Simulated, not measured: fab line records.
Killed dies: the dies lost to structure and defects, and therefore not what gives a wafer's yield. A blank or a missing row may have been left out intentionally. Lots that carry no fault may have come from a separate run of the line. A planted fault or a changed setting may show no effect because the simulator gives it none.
fab line records	flow n5_finfet
[record] lots = 7	wafers = 39
route steps=1938 shown BEOL_M0@721 BEOL_M2@890 BEOL_M6@1212 BEOL_M8@1332
start_h: the number of hours between the record's first day and the start of the first shown wafer of the lot	wait_h: how many hours have passed since the lot's step before this one	" identical to the entry in the row above	L1.1+2: one row covering several wafers at once	- no value present, or no start provided	* or withheld: withheld	< > ~ a bound
route shown NAME@n: names a module that has steps shown in the file, with the first one's number in the route	usual: the fault-free wafers' mean and standard deviation	same: alike in all rows	chamber/n: place in a boat	sites: readings site by site	_std_site: the values' standard deviation	_edge_site: the outer-site mean with the inner-site mean subtracted	radius_mm: how far each site lies from the wafer's centre	mask NAME#n: copy n	behind: tool/chamber where the wafer was last shaped	hold: the reason the lot was held/the length of the hold in hours/how it ended	device: names the non-switching transistor (n, p or np)	end of line: the same wafers' tests at the end of the route	a step given without rows: its recipe and nothing more	killed: count of dies lost to structure and defects at first sort (not the wafer's yield)	map: dies across one wafer; x = killed, . = not, _ = none there
set.NAME: the run value of the setting; set.NAME@STEP: its run value at that earlier step	model.NAME: the simulator's own value behind a step, which no gauge read
lots where settings were altered on purpose, with a table for each step and a row for each wafer
[[steps]]
[step N5_BEOL_M0_TRENCH_ETCH_107]
[recipe] chemistry = C4F6/O2	target_depth_a = 328	target = SiOC	time_s = 16.4	ion_energy_ev = 250	pressure_mtorr = 30	source_w = 355	bias_w = 185	Ar_flow_sccm = 300	C4F6_flow_sccm = 10	O2_flow_sccm = 10
lot.wafer	tool	chamber	start_h	wait_h	set.target_depth_a	model.BEOL_M0.feature_depth_nm
L074.1	rie_diel-03	0	116.93	0.0	328	32
L074.2	"	1	"	"	328	33.4
L074.3	"	3	"	"	328	32.2
L074.4	"	2	"	"	266.9	26.2
L074.5	"	2	"	"	266.9	26
L074.6	"	3	"	"	266.9	26.6
L075.1+2	rie_diel-06	2,3	127.71	0.0	328	32.4
L075.3+4	"	1,0	"	"	328	33
L075.5	"	1	"	"	328	32.8
L075.6	"	2	"	"	328	32
L080.1	rie_diel-02	1	150.14	0.0	328	32
L080.2	"	2	"	"	199.8	19.8
L080.3	"	3	"	"	199.8	20
L080.4	"	0	"	"	199.8	20.6
L080.5+6	"	2,3	"	"	328	32.8
L083.1+5	rie_diel-06	1	174.48	0.0	328	33.2
L083.2	"	2	"	"	266.8	25.8
L083.3+6	"	3,2	"	"	266.8	26.2
L083.4	"	0	"	"	328	32.8
L084.1	rie_diel-06	1	180.86	0.0	257.9	26
L084.2	"	3	"	"	257.9	25.2
L084.3+6	"	0,1	"	"	328	33
L084.4	"	2	"	"	328	31.8
L084.5	"	0	"	"	257.9	25.6
L088.3	rie_diel-03	1	204.98	0.0	328	33.6
L088.5	"	1	"	"	328	33.4
L088.6	"	2	"	"	328	31.6
L096.1	rie_diel-02	1	248.30	0.0	328	32
L096.2	"	2	"	"	328	34.2
L096.3	"	0	"	"	328	33.8
L096.4	"	3	"	"	328	32.8
L096.5	"	2	"	"	328	34.4
L096.6	"	3	"	"	328	33
[step N5_BEOL_M0_STRIP_142]
[recipe] chemistry = N2/H2	time_s = 10	power_w = 450	temp_c = 40	pressure_mtorr = 20	rf_frequency_hz = 6e+07	bias_power_w = 7	n2_flow_sccm = 200	h2_flow_sccm = 200
[step N5_BEOL_M0_OCD_MEAS_108]
[usual] trench_depth_nm = 32.8/0.78
lot.wafer	tool	chamber	start_h	wait_h	set.target_depth_a@BEOL_M0_TRENCH_ETCH_107	trench_depth_nm
L074.1	ocd-02	-	117.03	0.1	328	32.5
L074.2	"	-	"	"	328	33.6
L074.3	"	-	"	"	328	32.5
L074.4	"	-	"	"	266.9	26.2
L074.5	"	-	"	"	266.9	26.0
L074.6	"	-	"	"	266.9	26.0
L075.1	ocd-02	-	127.81	0.1	328	32.5
L075.2	"	-	"	"	328	32.4
L075.3	"	-	"	"	328	33.2
L075.4	"	-	"	"	328	32.9
L075.5	"	-	"	"	328	32.8
L075.6	"	-	"	"	328	32.1
L080.1	ocd-01	-	150.24	0.1	328	31.5
L080.2	"	-	"	"	199.8	19.9
L080.3	"	-	"	"	199.8	19.9
L080.4	"	-	"	"	199.8	20.6
L080.5	"	-	"	"	328	32.9
L080.6	"	-	"	"	328	32.7
L083.1	ocd-02	-	174.59	0.1	328	33.6
L083.2	"	-	"	"	266.8	25.9
L083.3	"	-	"	"	266.8	26.3
L083.4	"	-	"	"	328	32.8
L083.5	"	-	"	"	328	33.3
L083.6	"	-	"	"	266.8	25.9
L084.1	ocd-01	-	180.96	0.1	257.9	26.1
L084.2	"	-	"	"	257.9	25.5
L084.3	"	-	"	"	328	32.8
L084.4	"	-	"	"	328	32.3
L084.5	"	-	"	"	257.9	25.6
L084.6	"	-	"	"	328	32.8
L088.3	ocd-02	-	205.09	0.1	328	33.6
L088.5	"	-	"	"	328	33.1
L088.6	"	-	"	"	328	31.4
L096.1	ocd-02	-	248.40	0.1	328	32.9
L096.2	"	-	"	"	328	34.7
L096.3	"	-	"	"	328	34.2
L096.4	"	-	"	"	328	32.7
L096.5	"	-	"	"	328	34.2
L096.6	"	-	"	"	328	32.8
[step N5_BEOL_M2_TRENCH_ETCH_37]
[recipe] chemistry = C4F6/O2	target_depth_a = 555.55	target = SiOC	time_s = 29.2	ion_energy_ev = 250	pressure_mtorr = 30	source_w = 355	bias_w = 185	Ar_flow_sccm = 300	C4F6_flow_sccm = 10	O2_flow_sccm = 10
lot.wafer	tool	chamber	start_h	wait_h	set.time_s	model.BEOL_M2.feature_depth_nm	model.etch.depth_nm	model.TiN_of_BEOL_M2_HM_DEP_02.thk_nm
L074.1	rie_diel-02	1	-	-	29.2	54.8	54.85	17.6
L074.2	"	2	"	"	29.2	55.4	55.42	17.6
L074.3	"	0	"	"	13.22	26.2	26.22	19.2
L074.4	"	3	"	"	13.22	25.4	25.32	19
L074.5	"	0	"	"	13.22	26.2	26.13	18.8
L074.6	"	1	"	"	29.2	54.2	54.25	17.6
L075.1	rie_diel-06	1	-	-	29.2	55.8	55.76	17.6
L075.2	"	2	"	"	29.2	53.2	53.12	17.8
L075.3	"	0	"	"	29.2	55	55.04	17.4
L075.4	"	3	"	"	37.61	69.4	69.37	17
L075.5	"	3	"	"	37.61	69.8	69.88	17
L075.6	"	0	"	"	37.61	70.8	70.87	16.6
L080.1	rie_diel-03	2	-	-	24.48	45.8	45.76	18
L080.2	"	1	"	"	24.48	47.6	47.61	17.6
L080.3	"	3	"	"	29.2	55	54.97	17.4
L080.4	"	3	"	"	29.2	55	54.92	17.8
L080.5	"	2	"	"	29.2	54.6	54.57	17.2
L080.6	"	1	"	"	24.48	47.8	47.8	17.6
L083.1	rie_diel-02	1	-	-	29.2	54.4	54.5	17.8
L083.2	"	0	"	"	29.2	57.4	57.44	17.8
L083.3	"	2	"	"	29.2	55.8	55.72	18
L083.4	"	3	"	"	16.81	32	32.08	18.8
L083.5	"	3	"	"	16.81	32.2	32.18	18.8
L083.6	"	2	"	"	16.81	32	31.98	18.6
L084.1	rie_diel-03	3	-	-	29.2	54.6	54.63	17.6
L084.2	"	2	"	"	29.2	53.8	53.81	17.8
L084.3	"	1	"	"	29.2	56.6	56.68	17.6
L084.4	"	0	"	"	29.2	57.2	57.14	17.4
L084.5	"	1	"	"	29.2	56	55.99	17.4
L084.6	"	2	"	"	29.2	53.6	53.53	17.6
L088.3	rie_diel-02	3	-	-	29.2	55.4	55.32	17.6
L088.5	"	1	"	"	29.2	54.2	54.11	17.8
L088.6	"	0	"	"	29.2	57.4	57.32	17.4
L096.1	rie_diel-02	3	-	-	29.2	54.4	54.48	17.8
L096.2	"	2	"	"	29.2	57	57.06	17.4
L096.3	"	0	"	"	43.2	83.4	83.33	16.6
L096.4	"	3	"	"	29.2	54.8	54.73	17.4
L096.5	"	0	"	"	43.2	83.8	83.88	16.4
L096.6	"	2	"	"	43.2	84.8	84.72	16.4
[step N5_BEOL_M2_ETCH_41]
[recipe] chemistry = CH3F/O2	target = SiCN	target_depth_a = 299	taper_deg = 2	time_s = 52.5	ion_energy_ev = 120	mask_material = TiN	pressure_mtorr = 30	source_w = 395	bias_w = 75	Ar_flow_sccm = 150	CH3F_flow_sccm = 30	O2_flow_sccm = 20
[step N5_BEOL_M2_STRIP_97]
[recipe] chemistry = N2/H2	time_s = 10	power_w = 450	temp_c = 40	pressure_mtorr = 20	rf_frequency_hz = 6e+07	bias_power_w = 7	n2_flow_sccm = 200	h2_flow_sccm = 200
[step N5_BEOL_M2_OCD_MEAS_38]
[usual] trench_depth_nm = 55.6/1.3
lot.wafer	tool	chamber	start_h	wait_h	set.time_s@BEOL_M2_TRENCH_ETCH_37	trench_depth_nm
L074.1	ocd-02	-	169.95	-	29.2	54.8
L074.2	"	-	"	"	29.2	55.0
L074.3	"	-	"	"	13.22	25.9
L074.4	"	-	"	"	13.22	24.9
L074.5	"	-	"	"	13.22	26.0
L074.6	"	-	"	"	29.2	54.0
L075.1	ocd-02	-	174.96	-	29.2	56.0
L075.2	"	-	"	"	29.2	53.3
L075.3	"	-	"	"	29.2	54.8
L075.4	"	-	"	"	37.61	69.3
L075.5	"	-	"	"	37.61	69.7
L075.6	"	-	"	"	37.61	70.7
L080.1	ocd-02	-	182.57	-	24.48	45.4
L080.2	"	-	"	"	24.48	47.3
L080.3	"	-	"	"	29.2	54.9
L080.4	"	-	"	"	29.2	54.9
L080.5	"	-	"	"	29.2	54.3
L080.6	"	-	"	"	24.48	47.9
L083.1	ocd-01	-	200.01	-	29.2	54.6
L083.2	"	-	"	"	29.2	57.4
L083.3	"	-	"	"	29.2	55.9
L083.4	"	-	"	"	16.81	31.5
L083.5	"	-	"	"	16.81	32.2
L083.6	"	-	"	"	16.81	32.4
L084.1	ocd-02	-	245.18	-	29.2	54.2
L084.2	"	-	"	"	29.2	53.1
L084.3	"	-	"	"	29.2	56.9
L084.4	"	-	"	"	29.2	57.0
L084.5	"	-	"	"	29.2	56.3
L084.6	"	-	"	"	29.2	53.5
L088.3	ocd-01	-	254.82	-	29.2	55.2
L088.5	"	-	"	"	29.2	53.8
L088.6	"	-	"	"	29.2	57.0
L096.1	ocd-01	-	283.35	-	29.2	54.7
L096.2	"	-	"	"	29.2	57.5
L096.3	"	-	"	"	43.2	83.2
L096.4	"	-	"	"	29.2	54.2
L096.5	"	-	"	"	43.2	83.9
L096.6	"	-	"	"	43.2	85.1
[step N5_BEOL_M2_HM_STRIP_39]
[recipe] chemistry = peroxide_tin_strip	material = TiN	target_depth_a = 250	temp_c = 50	time_s = 158
[step N5_BEOL_M2_SRD_40]
[recipe] time_s = 30	temp_c = 23	rinse_liquid = diw	dry = ipa_marangoni
[step N5_BEOL_M2_ECD_50]
[recipe] material = Cu	target_thk_a = 3000
[step N5_BEOL_M2_ANNEAL_51]
[recipe] temp_c = 225	time_s = 90	ambient = N2
[step N5_BEOL_M2_CMP_52]
[recipe] stop_on = SiOC	t_overpolish_s = 6.8	down_force_psi = 1	platen_rpm = 50	clearing_platen_down_force_psi = 1.5	clearing_platen_rpm = 50	post_cmp_clean = cu_alkaline	target_thk_nm = 40	clearing_platen_pad_velocity_m_s = 0.99484	pad_velocity_m_s = 0.99484
lot.wafer	tool	chamber	start_h	wait_h	set.time_s@BEOL_M2_TRENCH_ETCH_37	model.Cu_of_BEOL_M2_ECD_50.thk_nm
L074.4+5	cmp-04	0,1	174.88	0.1	13.22	9.2
L074.2	"	1	"	"	29.2	39.4
L074.1	"	2	"	"	29.2	39.8
L074.3	"	3	"	"	13.22	11.4
L074.6	"	0	"	"	29.2	38
L075.3	cmp-02	0	178.15	0.2	29.2	38.8
L075.1	"	1	"	"	29.2	39.4
L075.4	"	2	"	"	37.61	53.6
L075.2	"	3	"	"	29.2	38.2
L075.5	"	0	"	"	37.61	54.4
L075.6	"	1	"	"	37.61	54.8
L080.1	cmp-04	1	187.61	0.3	24.48	29.6
L080.3+5	"	2,1	"	"	29.2	38.8
L080.4	"	3	"	"	29.2	39.2
L080.2	"	0	"	"	24.48	32.6
L080.6	"	2	"	"	24.48	32.2
L083.2	cmp-01	2	204.75	0.2	29.2	40.2
L083.4	"	3	"	"	16.81	16
L083.1	"	0	"	"	29.2	37.8
L083.3	"	1	"	"	29.2	38.2
L083.6	"	2	"	"	16.81	15.6
L083.5	"	3	"	"	16.81	15.8
L084.4	cmp-02	1	248.68	0.1	29.2	41.2
L084.1	"	2	"	"	29.2	40
L084.2	"	3	"	"	29.2	39
L084.3	"	0	"	"	29.2	41.6
L084.5	"	1	"	"	29.2	41
L084.6	"	2	"	"	29.2	37.2
L088.3	cmp-02	2	258.47	0.2	29.2	40.8
L088.6	"	1	"	"	29.2	41.8
L088.5	"	2	"	"	29.2	38.4
L096.2	cmp-02	3	286.66	0.2	29.2	42.4
L096.1	"	0	"	"	29.2	41.6
L096.4	"	1	"	"	29.2	39.4
L096.3	"	2	"	"	43.2	67.6
L096.6	"	3	"	"	43.2	69.4
L096.5	"	0	"	"	43.2	69.2
[step N5_BEOL_M2_THK_MEAS_53]
[recipe] thk_meas_gauge = xrf	reads = Cu_of_BEOL_M2_ECD_50
[usual] M2_THK = 39.6/1.7
lot.wafer	tool	chamber	start_h	wait_h	set.time_s@BEOL_M2_TRENCH_ETCH_37	M2_THK[nm]
L074.1	film_metro-02	-	175.18	-	29.2	39.9
L074.2	"	-	"	"	29.2	39.3
L074.3	"	-	"	"	13.22	11.3
L074.4	"	-	"	"	13.22	9.1
L074.5	"	-	"	"	13.22	9.3
L074.6	"	-	"	"	29.2	37.8
L075.1	film_metro-02	-	178.44	-	29.2	39.2
L075.2	"	-	"	"	29.2	37.9
L075.3	"	-	"	"	29.2	38.5
L075.4	"	-	"	"	37.61	53.5
L075.5	"	-	"	"	37.61	54.1
L075.6	"	-	"	"	37.61	54.4
L080.1	film_metro-02	-	187.90	-	24.48	29.4
L080.2	"	-	"	"	24.48	32.7
L080.3	"	-	"	"	29.2	38.6
L080.4	"	-	"	"	29.2	39.4
L080.5	"	-	"	"	29.2	38.6
L080.6	"	-	"	"	24.48	32.2
L083.1	film_metro-01	-	205.05	-	29.2	37.5
L083.2	"	-	"	"	29.2	39.7
L083.3	"	-	"	"	29.2	37.9
L083.4	"	-	"	"	16.81	15.8
L083.5	"	-	"	"	16.81	15.8
L083.6	"	-	"	"	16.81	15.5
L084.1	film_metro-01	-	248.97	-	29.2	39.7
L084.2	"	-	"	"	29.2	38.7
L084.3	"	-	"	"	29.2	41.1
L084.4	"	-	"	"	29.2	40.8
L084.5	"	-	"	"	29.2	40.7
L084.6	"	-	"	"	29.2	37.0
L088.3	film_metro-01	-	258.72	-	29.2	40.5
L088.5	"	-	"	"	29.2	38.0
L088.6	"	-	"	"	29.2	41.3
L096.1	film_metro-01	-	286.95	-	29.2	41.1
L096.2	"	-	"	"	29.2	41.9
L096.3	"	-	"	"	43.2	66.5
L096.4	"	-	"	"	29.2	38.8
L096.5	"	-	"	"	43.2	67.9
L096.6	"	-	"	"	43.2	68.4
[step N5_BEOL_M6_ETCH_62]
[recipe] chemistry = N2/H2	target = SOC	target_depth_a = 1100	overetch_a = 220	mask_material = SiARC	temp_c = 40	time_s = 165	ion_energy_ev = 200	pressure_mtorr = 30	source_w = 840	bias_w = 150	n2_flow_sccm = 200	h2_flow_sccm = 200
lot.wafer	tool	chamber	start_h	wait_h	set.time_s	model.SiARC_of_BEOL_M6_COAT_60.thk_nm
L074.1+5	rie_diel-02	1	240.36	0.0	165	28.6
L074.2	"	3	"	"	165	28.2
L074.3+4	"	0	"	"	165	28
L074.6	"	3	"	"	165	28.4
L080.1+2+6	rie_diel-02	2,0,2	249.13	0.0	165	28.2
L080.3	"	1	"	"	165	28.8
L080.4+5	"	3	"	"	165	28.6
L075.1+3+6	rie_diel-06	1,3,0	249.43	0.0	165	28.4
L075.2	"	2	"	"	249	25.2
L075.4	"	0	"	"	249	24.8
L075.5	"	1	"	"	249	25
L083.1	rie_diel-02	2	275.00	0.0	165	28
L083.2+5	"	1	"	"	165	28.8
L083.3	"	3	"	"	165	28.6
L083.4+6	"	0,2	"	"	165	28.2
L084.1	rie_diel-03	0	300.62	0.0	119.9	30.2
L084.2	"	3	"	"	165	28.4
L084.3	"	1	"	"	119.9	30
L084.4	"	2	"	"	119.9	30.6
L084.5	"	2	"	"	165	29
L084.6	"	1	"	"	165	28.2
L088.3+5	rie_diel-02	3	317.44	0.0	165	28.2
L088.6	"	0	"	"	165	28
L096.1+5	rie_diel-03	0,3	370.37	0.0	217.3	26
L096.2	"	3	"	"	165	28.4
L096.3	"	1	"	"	165	28
L096.4	"	2	"	"	165	28.6
L096.6	"	0	"	"	217.3	25.8
[step N5_BEOL_M6_STRIP_68]
[recipe] chemistry = N2/H2	temp_c = 40	n2_flow_sccm = 200	h2_flow_sccm = 200	rf_frequency_hz = 6e+07
[step N5_BEOL_M6_STRIP_67]
[recipe] chemistry = CF4	resist = SiARC	power_w = 300	bias_power_w = 75	pressure_mtorr = 50	cf4_flow_sccm = 150	rf_frequency_hz = 6e+07
[step N5_BEOL_M6_HM_OPEN_17]
[recipe] chemistry = Cl2/BCl3	target_depth_a = 200	overetch_a = 60	target = TiN	mask_material = SOC	ion_energy_ev = 150	pressure_mtorr = 10	icp_w = 1000	bias_w = 126	Cl2_flow_sccm = 53.25	bcl3_flow_sccm = 21.75	Ar_flow_sccm = 25
lot.wafer	tool	chamber	start_h	wait_h	set.time_s@BEOL_M6_ETCH_62	model.etch.depth_nm
L074.1	rie_metal-02	1	240.54	0.0	165	19.52
L074.2	"	0	"	"	165	19.77
L074.3	"	1	"	"	165	19.65
L074.4	"	0	"	"	165	19.85
L074.5	"	1	"	"	165	19.59
L074.6	"	0	"	"	165	19.73
L080.1	rie_metal-03	1	249.31	0.0	165	20.38
L080.2	"	0	"	"	165	20.08
L080.3	"	1	"	"	165	20.05
L080.4	"	0	"	"	165	20.43
L080.5	"	1	"	"	165	20.06
L080.6	"	0	"	"	165	20.49
L075.1	rie_metal-02	1	249.62	0.0	165	20.47
L075.2	"	1	"	"	249	12.78
L075.3	"	1	"	"	165	20.33
L075.4	"	1	"	"	249	12.7
L075.5	"	1	"	"	249	12.64
L075.6	"	1	"	"	165	20.45
L083.1	rie_metal-02	0	275.18	0.0	165	20.02
L083.2	"	1	"	"	165	20.03
L083.3	"	0	"	"	165	20.11
L083.4	"	1	"	"	165	20.24
L083.5	"	0	"	"	165	20.05
L083.6	"	1	"	"	165	20.19
L084.1	rie_metal-02	1	300.81	0.0	119.9	19.79
L084.2	"	0	"	"	165	20.16
L084.3	"	0	"	"	119.9	20.02
L084.4	"	1	"	"	119.9	19.78
L084.5	"	1	"	"	165	19.79
L084.6	"	0	"	"	165	20.01
L088.3	rie_metal-01	1	317.65	0.1	165	19.89
L088.5	"	1	"	"	165	20.13
L088.6	"	0	"	"	165	20.01
L096.1	rie_metal-02	1	370.56	0.0	217.3	14.56
L096.2	"	0	"	"	165	20.19
L096.3	"	0	"	"	165	20.32
L096.4	"	1	"	"	165	20.12
L096.5+6	"	0,1	"	"	217.3	14.82
[step N5_BEOL_M8_ILD_DEP_00]
[recipe] material = SiCOH_lowk	target_thk_a = 1797.5	temp_c = 300	precursor = DEMS/porogen	pressure_torr = 5	rf_w = 500	time_s = 33.4
lot.wafer	tool	chamber	start_h	wait_h	set.time_s	model.SiCOH_lowk_of_BEOL_M8_ILD_DEP_00.thk_nm
L074.1+3	pecvd-03	0,2	257.34	0.0	33.4	178.4
L074.2	"	1	"	"	41.63	220.8
L074.4	"	1	"	"	41.63	224.4
L074.5	"	2	"	"	33.4	182.2
L074.6	"	0	"	"	41.63	221.8
L080.1+5	pecvd-03	2,0	265.14	0.0	33.4	176.8
L080.2	"	0	"	"	43.14	226.2
L080.3	"	1	"	"	43.14	226.4
L080.4	"	1	"	"	33.4	179.2
L080.6	"	2	"	"	43.14	230.6
L075.1	pecvd-03	2	266.98	0.0	33.4	180.2
L075.2	"	1	"	"	38.98	206.4
L075.3	"	0	"	"	38.98	204.8
L075.4	"	2	"	"	38.98	209.4
L075.5	"	0	"	"	33.4	178.4
L075.6	"	1	"	"	33.4	179.8
L083.1	pecvd-01	1	287.73	0.0	33.4	179.8
L083.2	"	0	"	"	45.14	236.8
L083.3	"	0	"	"	33.4	180
L083.4	"	1	"	"	33.4	180.6
L083.5	"	0	"	"	45.14	239.2
L083.6	"	1	"	"	45.14	244.2
L084.1+3	pecvd-03	0,2	314.80	0.0	33.4	179.6
L084.2	"	1	"	"	52.36	276
L084.4	"	0	"	"	52.36	280.2
L084.5	"	2	"	"	52.36	282
L084.6	"	1	"	"	33.4	181.6
L088.3	pecvd-03	1	337.37	0.0	33.4	176.6
L088.5+6	"	2,1	"	"	33.4	180.8
L096.1	pecvd-03	2	382.10	0.0	33.4	180.8
L096.2	"	1	"	"	33.4	181.4
L096.3	"	0	"	"	33.4	178.4
L096.4	"	2	"	"	33.4	183.2
L096.5	"	1	"	"	33.4	183.4
L096.6	"	0	"	"	33.4	185.8
[step N5_BEOL_M8_CURE_74]
[recipe] temp_c = 385	time_s = 240	ambient = He/Ar	material = SiCOH_lowk
lot.wafer	tool	chamber	start_h	wait_h	set.time_s@BEOL_M8_ILD_DEP_00	model.SiCOH_lowk_of_BEOL_M8_ILD_DEP_00.thk_nm
L074.1+3	uv_cure-02	2	257.41	0.0	33.4	153.8
L074.2	"	2	"	"	41.63	190.8
L074.4	"	2	"	"	41.63	194
L074.5	"	2	"	"	33.4	157
L074.6	"	2	"	"	41.63	191.6
L080.1	uv_cure-03	2	265.21	0.0	33.4	152.6
L080.2	"	2	"	"	43.14	195.6
L080.3	"	2	"	"	43.14	195.8
L080.4	"	2	"	"	33.4	154.4
L080.5	"	2	"	"	33.4	152.4
L080.6	"	2	"	"	43.14	199.4
L075.1	uv_cure-01	0	267.04	0.0	33.4	155.4
L075.2	"	0	"	"	38.98	178.2
L075.3	"	0	"	"	38.98	177
L075.4	"	0	"	"	38.98	181
L075.5	"	0	"	"	33.4	154
L075.6	"	0	"	"	33.4	155
L083.1	uv_cure-01	0	287.82	0.1	33.4	155
L083.2	"	0	"	"	45.14	204.8
L083.3	"	0	"	"	33.4	155.2
L083.4	"	0	"	"	33.4	155.8
L083.5	"	0	"	"	45.14	207
L083.6	"	0	"	"	45.14	211.4
L084.1+3	uv_cure-02	2	314.86	0.0	33.4	154.8
L084.2	"	2	"	"	52.36	239.4
L084.4	"	2	"	"	52.36	243
L084.5	"	2	"	"	52.36	244.6
L084.6	"	2	"	"	33.4	156.6
L088.3	uv_cure-02	1	337.59	0.2	33.4	152.4
L088.5	"	1	"	"	33.4	155.8
L088.6	"	1	"	"	33.4	156
L096.1	uv_cure-03	0	382.17	0.0	33.4	156
L096.2	"	0	"	"	33.4	156.4
L096.3	"	0	"	"	33.4	153.8
L096.4	"	0	"	"	33.4	158
L096.5	"	0	"	"	33.4	158.2
L096.6	"	0	"	"	33.4	160.2
[step N5_BEOL_M8_THK_MEAS_01]
[recipe] reads = SiCOH_lowk_of_BEOL_M8_ILD_DEP_00
[usual] M8_ILD_THK = 155.0/1.9
lot.wafer	tool	chamber	start_h	wait_h	set.time_s@BEOL_M8_ILD_DEP_00	M8_ILD_THK[nm]
L074.1	film_metro-02	-	257.92	0.4	33.4	153.7
L074.2	"	-	"	"	41.63	190.8
L074.3	"	-	"	"	33.4	153.8
L074.4	"	-	"	"	41.63	194.1
L074.5	"	-	"	"	33.4	157.0
L074.6	"	-	"	"	41.63	191.7
L080.1	film_metro-02	-	265.72	0.4	33.4	152.6
L080.2	"	-	"	"	43.14	195.7
L080.3	"	-	"	"	43.14	195.8
L080.4	"	-	"	"	33.4	154.3
L080.5	"	-	"	"	33.4	152.4
L080.6	"	-	"	"	43.14	199.5
L075.1	film_metro-01	-	267.56	0.4	33.4	155.4
L075.2	"	-	"	"	38.98	178.3
L075.3	"	-	"	"	38.98	176.9
L075.4	"	-	"	"	38.98	180.8
L075.5	"	-	"	"	33.4	153.8
L075.6	"	-	"	"	33.4	154.9
L083.1	film_metro-01	-	288.33	0.4	33.4	155.0
L083.2	"	-	"	"	45.14	204.9
L083.3	"	-	"	"	33.4	155.3
L083.4	"	-	"	"	33.4	155.7
L083.5	"	-	"	"	45.14	207.2
L083.6	"	-	"	"	45.14	211.3
L084.1	film_metro-02	-	315.38	0.4	33.4	154.9
L084.2	"	-	"	"	52.36	239.5
L084.3	"	-	"	"	33.4	154.9
L084.4	"	-	"	"	52.36	243.0
L084.5	"	-	"	"	52.36	244.5
L084.6	"	-	"	"	33.4	156.7
L088.3	film_metro-01	-	337.95	0.3	33.4	152.3
L088.5	"	-	"	"	33.4	155.8
L088.6	"	-	"	"	33.4	155.9
L096.1	film_metro-01	-	382.68	0.4	33.4	155.8
L096.2	"	-	"	"	33.4	156.4
L096.3	"	-	"	"	33.4	153.8
L096.4	"	-	"	"	33.4	157.8
L096.5	"	-	"	"	33.4	158.3
L096.6	"	-	"	"	33.4	160.3
[[key]]
[split] step = N5_BEOL_M0_TRENCH_ETCH_107	setting = target_depth_a	stated = 328	by = wafer
[response] step = N5_BEOL_M0_TRENCH_ETCH_107	reading = model.BEOL_M0.feature_depth_nm	change = +0.329	per = 1%	r = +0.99
[response] step = N5_BEOL_M0_OCD_MEAS_108	reading = trench_depth_nm	change = +0.331	per = 1%	r = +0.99
[split] step = N5_BEOL_M2_TRENCH_ETCH_37	setting = time_s	stated = 29.2	by = wafer
[response] step = N5_BEOL_M2_TRENCH_ETCH_37	reading = model.BEOL_M2.feature_depth_nm	change = +0.553	per = 1%	r = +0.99
[response] step = N5_BEOL_M2_TRENCH_ETCH_37	reading = model.etch.depth_nm	change = +0.554	per = 1%	r = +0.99
[response] step = N5_BEOL_M2_TRENCH_ETCH_37	reading = model.TiN_of_BEOL_M2_HM_DEP_02.thk_nm	change = -0.0232	per = 1%	r = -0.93
[response] step = N5_BEOL_M2_OCD_MEAS_38	reading = trench_depth_nm	change = +0.554	per = 1%	r = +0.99
[response] step = N5_BEOL_M2_CMP_52	reading = model.Cu_of_BEOL_M2_ECD_50.thk_nm	change = +0.545	per = 1%	r = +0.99
[response] step = N5_BEOL_M2_THK_MEAS_53	reading = M2_THK	change = +0.539	per = 1%	r = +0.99
[split] step = N5_BEOL_M6_ETCH_62	setting = time_s	stated = 165	by = wafer
[response] step = N5_BEOL_M6_ETCH_62	reading = model.SiARC_of_BEOL_M6_COAT_60.thk_nm	change = -0.0683	per = 1%	r = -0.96
[response] step = N5_BEOL_M6_HM_OPEN_17	reading = model.etch.depth_nm	shape = bent	at_lowest = 19.86	at_stated = 20.07	at_highest = 12.71
[split] step = N5_BEOL_M8_ILD_DEP_00	setting = time_s	stated = 33.4	by = wafer
[response] step = N5_BEOL_M8_ILD_DEP_00	reading = model.SiCOH_lowk_of_BEOL_M8_ILD_DEP_00.thk_nm	change = +1.73	per = 1%	r = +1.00
[response] step = N5_BEOL_M8_CURE_74	reading = model.SiCOH_lowk_of_BEOL_M8_ILD_DEP_00.thk_nm	change = +1.51	per = 1%	r = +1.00
[response] step = N5_BEOL_M8_THK_MEAS_01	reading = M8_ILD_THK	change = +1.51	per = 1%	r = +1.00
